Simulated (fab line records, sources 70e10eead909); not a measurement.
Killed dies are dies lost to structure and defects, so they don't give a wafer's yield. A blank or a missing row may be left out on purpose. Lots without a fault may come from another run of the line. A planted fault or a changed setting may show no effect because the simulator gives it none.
A struck lot beside a sound one | flow nand_harc | 14 steps out of a route of 1159
Sound: wafers L686.2, L686.4, L686.5. Struck: wafer L692.2. (L692.1, L692.4 of the same lot were not struck and are left out.) The cause comes at the end.
At each step with rows: each side's tool, then ch and its chambers, then its first start. Under that, the readings that differ: sound wafers | struck wafers | difference of the means | sigmas: that difference in standard deviations of wafers without a fault.
alike: readings whose means differ by less than 2 such deviations, and words and numbers that are the same on both sides. not compared: withheld readings, readings that some wafer has no value for, bounds like >300 that may hide the same value, and numbers for which the record gives no deviation and whose values overlap.
The two part at a step that has a row with sigmas, a row that says differs or no value, or rows on one side only. Numbers that don't overlap but have no deviation are shown without sigmas and don't part them. A reading that every wafer of one side lacks parts them only if that side has two wafers or more.

NHARC_A_ZERO_WELL_INSPECT_17:
  sound on defect_inspect-01, day 8 18:15; struck on defect_inspect-02, day 10 06:06
  reading          | sound  | struck | difference | sigmas
  raw_defect_count | 4 14 6 | 23     | +15        | +3
then, 3 steps without rows for these wafers: NHARC_A_SOURCE_PLATE_PRECLEAN_00 (cleans in HF-LAST, time 60 s); NHARC_A_SOURCE_PLATE_SRD_01; NHARC_A_SOURCE_PLATE_OXIDE_02 (material SiO2, target thk 10 nm, ox time 1362 s).
NHARC_A_SOURCE_PLATE_THK_MEAS_09: measures by ellipsometry.
  sound on film_metro-01, day 9 03:05; struck on film_metro-02, day 10 13:20
  alike: thk_nm
then, 3 steps without rows for these wafers: NHARC_A_SOURCE_PLATE_PVD_04 (deposits WSi2, target thk 50 nm); NHARC_A_SOURCE_PLATE_CVD_03 (deposits poly-Si, target thk 200 nm, time 4000 s); NHARC_A_SOURCE_PLATE_ANNEAL_05 (time 1800 s).
NHARC_A_SOURCE_PLATE_THK_MEAS_06: measures by ellipsometry.
  sound on film_metro-01, day 9 19:32; struck on film_metro-01, day 11 02:28
  reading     | sound             | struck | difference | sigmas
  thk_nm (nm) | 197.8 194.5 195.1 | 204.1  | +8.3       | +4
NHARC_A_SOURCE_PLATE_INSPECT_08:
  sound on defect_inspect-02, day 9 19:36; struck on defect_inspect-01, day 11 02:32
  alike: raw_defect_count
NHARC_A_ONON_D1_DEP_00: target thk 1000 nm.
  sound on pecvd_onon-03 ch 0, day 9 19:43; struck on pecvd_onon-03 ch 0, day 11 02:36
NHARC_A_ONON_D1_THK_MEAS_02: measures by ellipsometry.
  sound on film_metro-01, day 9 20:10; struck on film_metro-02, day 11 03:07
  reading     | sound       | struck | difference | sigmas
  thk_nm (nm) | 988 989 988 | 1477   | +489       | +44
then, 1 step without rows for these wafers: NHARC_A_ONON_D1_DEP_03 (target thk 1000 nm).
-- the record jumps here: 11 days lie between the struck wafers' starts before and after (it left off in module A_ONON_D1 and takes up again in module END, whose first step shown is number 1159 of the route) --
NHARC_END_SORT_01:
  sound on prober-01 ch 0, day 21 22:04; struck on prober-01 ch 0, day 22 14:11
  reading         | sound    | struck | difference | sigmas
  killed_at_array | 31 31 30 | 675    | +644       | +64
  killed_dies     | 37 32 36 | 677    | +642       | +64
  alike: killed_at_other, killed_at_periphery, killed_open, killed_short

WHERE THEY PART
First at NHARC_A_ZERO_WELL_INSPECT_17; last, within this record, at NHARC_END_SORT_01.

WHY: what the simulator had put in
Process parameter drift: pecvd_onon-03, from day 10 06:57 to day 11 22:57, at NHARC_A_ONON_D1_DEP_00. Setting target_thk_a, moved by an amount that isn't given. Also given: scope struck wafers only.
